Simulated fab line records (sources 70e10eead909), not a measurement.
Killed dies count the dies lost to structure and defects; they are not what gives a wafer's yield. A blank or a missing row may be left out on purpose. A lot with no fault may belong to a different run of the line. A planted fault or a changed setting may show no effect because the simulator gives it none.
fab line records | flow nandHarc
record lots=6 | wafers=18 | lastDay=34
route steps=1302 shown P_M0@278 P_M1@285 END@1302
lots untouched by any fault: they come from a run of this same line in which no faults occurred
startH: hours from the record's first day to the start of the lot's first wafer shown | waitH: hours elapsed since this lot's preceding step | " repeats the value in the row above | L1.1+2: a row that stands for several wafers | - no value, or no start given | * or withheld: withheld | < > ~ a bound
route shown NAME@n: a module of which the file shows steps, and the number in the route of the first | usual: mean/standard deviation of fault-free wafers | same: alike in all rows | chamber/n: place in a boat | sites: the reading at each site | _std_site: standard deviation across them | _edge_site: inner sites' mean taken away from outer sites' mean | radiusMm: for every site, how far away it sits from the centre of the wafer | mask NAME#n: copy n | behind: the most recent tool/chamber to have shaped the wafer | hold: the reason the lot was held/the length of the hold in hours/how it ended | device: the n, p or np transistor that did not switch | end of line: tests of these same wafers at the route's end | where a step has no rows: the recipe by itself | killed: dies that structure and defects cost at the first sort, which is not the same as the wafer's yield | map: the dies of a wafer, with x for killed, . for not killed, _ for no die there
set.NAME: setting as actually run; set.NAME@STEP: the setting as run at that earlier step | model.NAME: the simulator's own value behind a step, which no gauge read
certain route steps with their lots: each step a table, each wafer a row
services: from which hour (startH, from the record's first day; less than 0 if before it) a tool's chamber was out of use, for how many hours, and why
## steps
# step NHARC_P_M0_CMP_23
# recipe tOverpolishS=20 | targetThkNm=117.54
# usual motorCurrentA=12.4/0.87 | timeToEndpointS=29/3
lot.wafer | tool   | chamber | startH | waitH | motorCurrentA | timeToEndpointS
L152.2    | cmp-01 | 0       | 177.11 | -     | 13.4          | 27
L152.6    | "      | 0       | "      | "     | 13.0          | 27
L152.5    | "      | 1       | "      | "     | 11.8          | 30
L153.1    | cmp-01 | 3       | 184.40 | -     | 12.7          | 36
L153.5    | "      | 0       | "      | "     | 12.8          | 27
L153.6    | "      | 1       | "      | "     | 12.3          | 30
L159.2    | cmp-01 | 3       | 247.68 | -     | 12.6          | 27
L159.5    | "      | 2       | "      | "     | 13.3          | 27
L159.6    | "      | 3       | "      | "     | 13.2          | 27
L165.4    | cmp-02 | 1       | 305.79 | -     | 12.1          | 24
L165.1    | "      | 3       | "      | "     | 10.8          | 25
L165.6    | "      | 2       | "      | "     | 11.8          | 30
L166.1    | cmp-02 | 0       | 320.58 | -     | 13.6          | 28
L166.3    | "      | 2       | "      | "     | 12.0          | 32
L166.6    | "      | 0       | "      | "     | 13.1          | 29
L170.2    | cmp-02 | 3       | 357.81 | -     | 10.6          | 27
L170.3    | "      | 0       | "      | "     | 13.4          | 25
L170.6    | "      | 3       | "      | "     | 11.0          | 25
# step NHARC_P_M0_THK_MEAS_24
# recipe thkMeasGauge=xrf
# usual thkNm=117.9/1.7
lot.wafer | tool         | chamber | startH | waitH | thkNm
L152.2    | filmMetro-02 | -       | 177.43 | -     | 116.8
L152.5    | "            | -       | "      | "     | 117.3
L152.6    | "            | -       | "      | "     | 116.3
L153.1    | filmMetro-02 | -       | 184.63 | -     | 117.8
L153.5    | "            | -       | "      | "     | 119.1
L153.6    | "            | -       | "      | "     | 120.8
L159.2    | filmMetro-02 | -       | 247.96 | -     | 118.6
L159.5    | "            | -       | "      | "     | 118.9
L159.6    | "            | -       | "      | "     | 119.8
L165.1    | filmMetro-01 | -       | 306.10 | -     | 117.8
L165.4    | "            | -       | "      | "     | 117.8
L165.6    | "            | -       | "      | "     | 119.5
L166.1    | filmMetro-01 | -       | 320.90 | -     | 118.3
L166.3    | "            | -       | "      | "     | 119.0
L166.6    | "            | -       | "      | "     | 117.2
L170.2    | filmMetro-01 | -       | 358.10 | -     | 116.2
L170.3    | "            | -       | "      | "     | 118.2
L170.6    | "            | -       | "      | "     | 116.2
# step NHARC_P_M0_SRD_25
# step NHARC_P_M0_INSPECT_27
# usual rawDefectCount=297/98
lot.wafer | tool             | chamber | startH | waitH | rawDefectCount
L152.2    | defectInspect-02 | -       | 177.59 | 0.0   | 299
L152.5    | "                | -       | "      | "     | 273
L152.6    | "                | -       | "      | "     | 224
L153.1    | defectInspect-02 | -       | 184.79 | 0.0   | 467
L153.5    | "                | -       | "      | "     | 349
L153.6    | "                | -       | "      | "     | 249
L159.2    | defectInspect-01 | -       | 248.13 | 0.0   | 224
L159.5    | "                | -       | "      | "     | 253
L159.6    | "                | -       | "      | "     | 353
L165.1    | defectInspect-02 | -       | 306.26 | 0.0   | 444
L165.4    | "                | -       | "      | "     | 324
L165.6    | "                | -       | "      | "     | 210
L166.1    | defectInspect-02 | -       | 321.05 | 0.0   | 233
L166.3    | "                | -       | "      | "     | 181
L166.6    | "                | -       | "      | "     | 176
L170.2    | defectInspect-01 | -       | 358.26 | 0.0   | 235
L170.3    | "                | -       | "      | "     | 337
L170.6    | "                | -       | "      | "     | 266
# step NHARC_P_M0_PRE_CLEAN_31
# recipe timeS=12 | tempC=370 | rfPowerW=300 | gas=NH3
# usual heaterPowerW=626/67
lot.wafer | tool     | chamber | startH | waitH | heaterPowerW
L152.2    | pecvd-04 | 0       | 177.65 | 0.1   | 611
L152.5    | "        | 1       | "      | "     | 686
L152.6    | "        | 2       | "      | "     | 715
L153.1    | pecvd-03 | 0       | 184.85 | 0.1   | 585
L153.6    | "        | 0       | "      | "     | 581
L153.5    | "        | 1       | "      | "     | 663
L159.2    | pecvd-03 | 1       | 248.19 | 0.1   | 557
L159.6    | "        | 1       | "      | "     | 565
L159.5    | "        | 0       | "      | "     | 649
L165.1    | pecvd-01 | 2       | 306.44 | 0.2   | 539
L165.4    | "        | 2       | "      | "     | 518
L165.6    | "        | 1       | "      | "     | 610
L166.1    | pecvd-03 | 2       | 321.13 | 0.1   | 528
L166.3    | "        | 0       | "      | "     | 625
L166.6    | "        | 1       | "      | "     | 559
L170.3    | pecvd-03 | 1       | 358.32 | 0.1   | 642
L170.2    | "        | 0       | "      | "     | 629
L170.6    | "        | 2       | "      | "     | 601
# step NHARC_P_M0_DEP_32
# recipe targetThkA=300 | tempC=370 | targetThkNm=30 | pressureTorr=3 | flowSccm=200 | rfW=450 | material=SiCN
# usual heaterPowerW=582/77 | showerheadVppV=1307/31
lot.wafer | tool     | chamber | startH | waitH | heaterPowerW | showerheadVppV
L152.2    | pecvd-04 | 0       | 177.73 | 0.1   | 610          | 1262
L152.5    | "        | 1       | "      | "     | 667          | 1325
L152.6    | "        | 2       | "      | "     | 630          | 1299
L153.1    | pecvd-03 | 0       | 184.93 | 0.1   | 548          | 1363
L153.6    | "        | 0       | "      | "     | 547          | 1360
L153.5    | "        | 1       | "      | "     | 531          | 1333
L159.2    | pecvd-03 | 1       | 248.27 | 0.1   | 551          | 1326
L159.6    | "        | 1       | "      | "     | 581          | 1308
L159.5    | "        | 0       | "      | "     | 532          | 1339
L165.1    | pecvd-01 | 2       | 306.52 | 0.1   | 454          | 1252
L165.4    | "        | 2       | "      | "     | 439          | 1285
L165.6    | "        | 1       | "      | "     | 578          | 1283
L166.1    | pecvd-03 | 2       | 321.24 | 0.1   | 503          | 1288
L166.3    | "        | 0       | "      | "     | 528          | 1349
L166.6    | "        | 1       | "      | "     | 600          | 1293
L170.3    | pecvd-03 | 1       | 358.40 | 0.1   | 540          | 1298
L170.2    | "        | 0       | "      | "     | 528          | 1353
L170.6    | "        | 2       | "      | "     | 534          | 1285
# step NHARC_P_M1_DEP_00
# recipe targetThkA=1825 | targetThkNm=182.5 | tempC=withheld | pressureTorr=5 | flowSccm=200 | rfW=600 | material=SiOC
# step NHARC_P_M1_DEHYDRATE_01
# recipe tempC=150 | timeS=120
# step NHARC_P_M1_HMDS_02
# recipe timeS=30
# step NHARC_P_M1_COAT_34
# recipe tempC=200 | timeS=65
# step NHARC_P_M1_COAT_03
# recipe spinRpm=1500 | resistThkNm=90
# step NHARC_P_M1_SOFTBAKE_04
# recipe tempC=105 | timeS=55
# usual heaterPowerTotalW=188.47/0.14
lot.wafer | tool          | chamber | startH | waitH | heaterPowerTotalW
L152.2    | lithoTrack-04 | 0       | 178    | -     | 193.67
L152.5    | "             | 0       | "      | "     | 193.75
L152.6    | "             | 0       | "      | "     | 193.75
L153.1    | lithoTrack-04 | 0       | 185    | -     | 193.82
L153.5    | "             | 0       | "      | "     | 193.69
L153.6    | "             | 0       | "      | "     | 193.79
L159.2    | lithoTrack-04 | 0       | 249    | -     | 188.46
L159.5    | "             | 0       | "      | "     | 188.36
L159.6    | "             | 0       | "      | "     | 188.49
L165.1    | lithoTrack-04 | 0       | 307    | -     | 188.31
L165.4    | "             | 0       | "      | "     | 188.30
L165.6    | "             | 0       | "      | "     | 188.34
L166.1    | lithoTrack-06 | 0       | 322    | -     | 188.66
L166.3    | "             | 0       | "      | "     | 188.73
L166.6    | "             | 0       | "      | "     | 188.54
L170.2    | lithoTrack-01 | 0       | 359    | -     | 188.33
L170.3    | "             | 0       | "      | "     | 188.32
L170.6    | "             | 0       | "      | "     | 188.46
# step NHARC_P_M1_EBR_05
# step NHARC_END_SORT_01
# recipe tempC=25
# usual defectLimitedYield=90.9/2.4 | killedAtArray=56/17 | killedAtOther=1.2/1.4 | killedAtPeriphery=4/3.2 | killedDies=61/16 | killedOpen=3.6/2.1 | killedShort=2.7/1.8
# same grossDies=677
lot.wafer | tool      | chamber | startH | waitH | defectLimitedYield[%] | killedAtArray | killedAtOther | killedAtPeriphery | killedDies | killedOpen | killedShort
L152.2    | prober-02 | 0       | 610.22 | 2.8   | 94.8                  | 26            | 1             | 8                 | 35         | 6          | 4
L152.5    | prober-02 | 0       | 612.62 | 3.7   | 95.0                  | 26            | 1             | 7                 | 34         | 6          | 3
L152.6    | prober-02 | 0       | 613.42 | 4.0   | 93.4                  | 27            | 2             | 16                | 45         | 6          | 4
L159.2    | prober-02 | 0       | 707.38 | 2.9   | 89.1                  | 63            | 1             | 10                | 74         | 7          | 6
L159.5    | prober-02 | 0       | 709.79 | 3.7   | 90.3                  | 63            | 0             | 3                 | 66         | 9          | 3
L159.6    | prober-02 | 0       | 710.59 | 4.0   | 91.3                  | 56            | 0             | 3                 | 59         | 5          | 3
L170.2    | prober-02 | 0       | 822.66 | 2.8   | 91.4                  | 53            | 1             | 4                 | 58         | 6          | 3
L170.3    | prober-02 | 0       | 823.46 | 3.1   | 91.4                  | 50            | 0             | 8                 | 58         | 6          | 1
L170.6    | prober-02 | 0       | 825.86 | 4.0   | 91.0                  | 51            | 1             | 9                 | 61         | 4          | 4
# killed by level:class
L152.2 A_CHANNEL_HOLE_D2:chamberFilmFlake=8 P_BONDPAD:chamberFilmFlake=5 A_STAIRCASE:chamberFilmFlake=4 A_WL_FILL:geometricParticle:short=2 A_CHANNEL_HOLE_D1:chamberFilmFlake=2 A_DECK1_JOINT:chamberFilmFlake=2 P_GATE:geometricParticle:open=1 A_ONON_D1:geometricParticle:short=1
L152.5 A_CHANNEL_HOLE_D2:chamberFilmFlake=12 P_STI:chamberFilmFlake=3 A_CHANNEL_HOLE_D1:chamberFilmFlake=3 P_M0:geometricParticle:open=2 A_ONON_D2:geometricParticle:open=2 P_BONDPAD:chamberFilmFlake=2 A_ONON_D1:geometricParticle:short=1 A_DECK1_JOINT:geometricParticle:short=1
L152.6 A_CHANNEL_HOLE_D2:chamberFilmFlake=10 P_STI:chamberFilmFlake=4 P_BONDPAD:chamberFilmFlake=3 P_ZERO_WELL:chamberFilmFlake=3 P_GATE:chamberFilmFlake=3 A_CHANNEL_HOLE_D1:chamberFilmFlake=3 P_GATE:geometricParticle:open=2 A_CHANNEL_FILL_D2:geometricParticle:short=2
L159.2 A_SLIT:chamberFilmFlake=30 P_M2:chamberFilmFlake=7 A_CHANNEL_HOLE_D1:chamberFilmFlake=7 A_CONTACT:chamberFilmFlake=5 A_ONON_D2:geometricParticle:open=3 A_CHANNEL_FILL_D2:geometricParticle:open=2 A_ZERO_WELL:chamberFilmFlake=2 A_CHANNEL_FILL_D1:chamberFilmFlake=2
L159.5 A_SLIT:chamberFilmFlake=33 A_CONTACT:chamberFilmFlake=7 A_CHANNEL_FILL_D1:chamberFilmFlake=4 A_CHANNEL_HOLE_D1:chamberFilmFlake=3 P_GATE:geometricParticle:open=2 A_ONON_D1:geometricParticle:open=2 A_WL_FILL:geometricParticle:short=2 A_DECK1_JOINT:chamberFilmFlake=2
L159.6 A_SLIT:chamberFilmFlake=28 A_CONTACT:chamberFilmFlake=12 A_CHANNEL_HOLE_D1:chamberFilmFlake=4 P_M0:geometricParticle:open=2 A_CHANNEL_FILL_D1:chamberFilmFlake=2 P_CONTACT:geometricParticle:open=1 A_ONON_D2:geometricParticle:short=1 A_CHANNEL_FILL_D2:geometricParticle:short=1
L170.2 A_SLIT:chamberFilmFlake=33 A_CONTACT:chamberFilmFlake=6 A_STAIRCASE:chamberFilmFlake=4 A_M0:geometricParticle:open=3 A_CHANNEL_FILL_D2:geometricParticle:open=2 P_M0:geometricParticle:open=1 A_CHANNEL_FILL_D1:geometricParticle:short=1 A_DECK1_JOINT:geometricParticle:short=1
L170.3 A_SLIT:chamberFilmFlake=36 P_CONTACT:chamberFilmFlake=3 A_WL_FILL:geometricParticle:open=2 P_GATE:chamberFilmFlake=2 A_STAIRCASE:chamberFilmFlake=2 A_WL_FILL:chamberFilmFlake=2 A_CONTACT:chamberFilmFlake=2 P_CONTACT:geometricParticle:open=1
L170.6 A_SLIT:chamberFilmFlake=31 P_CONTACT:chamberFilmFlake=4 A_STAIRCASE:chamberFilmFlake=3 A_WL_FILL:chamberFilmFlake=3 A_M0:chamberFilmFlake=3 P_GATE:chamberFilmFlake=2 A_CONTACT:chamberFilmFlake=2 P_M2:geometricParticle:short=1
## services
tool          | chamber | startH | hours | kind
lithoTrack-01 | -       | 155.00 | 7.0   | pm
pecvd-04      | -       | 155.67 | 0.7   | repair
pecvd-03      | 0       | 169.76 | 4.0   | repair
lithoTrack-06 | -       | 179.00 | 7.0   | pm
pecvd-03      | -       | 185.19 | 13.0  | pm
pecvd-03      | 0       | 185.19 | 13.0  | ventCycle
pecvd-03      | 1       | 185.19 | 13.0  | ventCycle
pecvd-03      | 2       | 185.19 | 13.0  | ventCycle
cmp-02        | -       | 186.68 | 0.5   | repair
cmp-01        | -       | 187.85 | 4.0   | pm
lithoTrack-04 | -       | 203.00 | 7.0   | pm
pecvd-04      | -       | 226.58 | 1.4   | repair
cmp-02        | -       | 232.50 | 4.0   | pm
pecvd-01      | 2       | 252.67 | 8.8   | repair
pecvd-03      | 2       | 266.64 | 9.7   | repair
pecvd-04      | -       | 269.30 | 13.0  | pm
cmp-01        | -       | 272.45 | 1.0   | repair
cmp-01        | -       | 285.85 | 4.0   | pm
cmp-01        | -       | 301.29 | 2.2   | repair
pecvd-01      | -       | 311.27 | 13.0  | pm
lithoTrack-01 | -       | 330.00 | 7.0   | pm
cmp-02        | -       | 330.67 | 4.0   | pm
pecvd-01      | 0       | 345.68 | 12.7  | repair
lithoTrack-06 | -       | 354.00 | 7.0   | pm
## key
firstSign step=NHARC_P_M1_SOFTBAKE_04 | reading=heaterPowerTotalW | direction=up | sigmas=37 | usual=* | struck=*
effect none on later readings
metAt NHARC_P_M1_SOFTBAKE_04
struckWafers L152.2,L152.5,L152.6,L153.1,L153.5,L153.6
fault kind=processParameterDrift | tool=lithoTrack-04 | chamber=- | onsetH=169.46 | steps=NHARC_P_M1_SOFTBAKE_04 | channel=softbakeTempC | offset=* | shape=step | endH=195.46 | actsIn=* | stated=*
